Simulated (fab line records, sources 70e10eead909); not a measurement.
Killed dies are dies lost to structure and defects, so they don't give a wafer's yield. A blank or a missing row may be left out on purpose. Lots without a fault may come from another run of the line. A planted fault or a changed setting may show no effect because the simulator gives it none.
Which tool did it? | flow nand_harc | 11 lots, 33 wafers sampled, at 2 steps of a route of 1159

WHAT THE GAUGES READ, wafer by wafer
NHARC_P_ZERO_WELL_CD_MEAS_24: target cd 720 nm.
lot  | measured    | on        | cd_nm (nm)
L462 | day 2 02:35 | cd_sem-01 | 719.4 720.9 720.4
L464 | day 2 14:39 | cd_sem-03 | 718.1 717.2 717.4
L465 | day 2 20:31 | cd_sem-03 | 719.3 720.5 718.8
L466 | day 3 02:35 | cd_sem-03 | 720.6 718.9 719.8
L467 | day 3 08:39 | cd_sem-01 | 718.9 719.6 719.5
L470 | day 4 02:35 | cd_sem-01 | 719.2 718.2 717.5
L471 | day 4 08:33 | cd_sem-01 | 657.1 657.5 658.2
L473 | day 4 20:27 | cd_sem-03 | 720.6 721.3 719.5
L474 | day 5 02:35 | cd_sem-02 | 720.5 720.1 720.7
L481 | day 6 20:38 | cd_sem-03 | 719.7 719.4 720.2
L483 | day 7 08:36 | cd_sem-01 | 719.1 720.6 719.2

WHICH TOOL RAN EACH LOT (tool, then ch and the chambers of the sampled wafers, then the start)
lot  | NHARC_P_ZERO_WELL_EXPOSE_21
L462 | krf_scanner-04 ch 0, day 2 02:26
L464 | krf_scanner-01 ch 0, day 2 14:29
L465 | krf_scanner-04 ch 0, day 2 20:21
L466 | krf_scanner-02 ch 0, day 3 02:26
L467 | krf_scanner-04 ch 0, day 3 08:30
L470 | krf_scanner-02 ch 0, day 4 02:26
L471 | krf_scanner-04 ch 0, day 4 08:23
L473 | krf_scanner-04 ch 0, day 4 20:18
L474 | krf_scanner-01 ch 0, day 5 02:26
L481 | krf_scanner-04 ch 0, day 6 20:29
L483 | krf_scanner-04 ch 0, day 7 08:26
- NHARC_P_ZERO_WELL_EXPOSE_21: exposes mask P NWELL, target cd 720 nm.

THE ANSWER, worked out from the rows above alone
Rule: what is usual is taken from the lots themselves. Put in order of their means at a reading, lots are off if they are a third of the lots or fewer, leave a main group of 4 or more, and stand apart from it by a gap of 3 or more times the standard deviation of the main group's means; of several such gaps the widest counts. A main group whose means are all the same, to the digits that the tables above print for the reading, isn't used. A lot without any number at a reading at which 4 lots or more have one is off too. The other lots that the step has rows for count as sound.
Off: L471, at NHARC_P_ZERO_WELL_CD_MEAS_24 (cd_nm). The main group: mean 719.5 nm, standard deviation 0.88.
A tool fits if, at a process step before that reading, it ran every lot that is off, and no sound lot after the first of them. The gauges at NHARC_P_ZERO_WELL_CD_MEAS_24 are tried like those tools. None of those tried fits.

WHAT THE SIMULATOR HAD PUT IN
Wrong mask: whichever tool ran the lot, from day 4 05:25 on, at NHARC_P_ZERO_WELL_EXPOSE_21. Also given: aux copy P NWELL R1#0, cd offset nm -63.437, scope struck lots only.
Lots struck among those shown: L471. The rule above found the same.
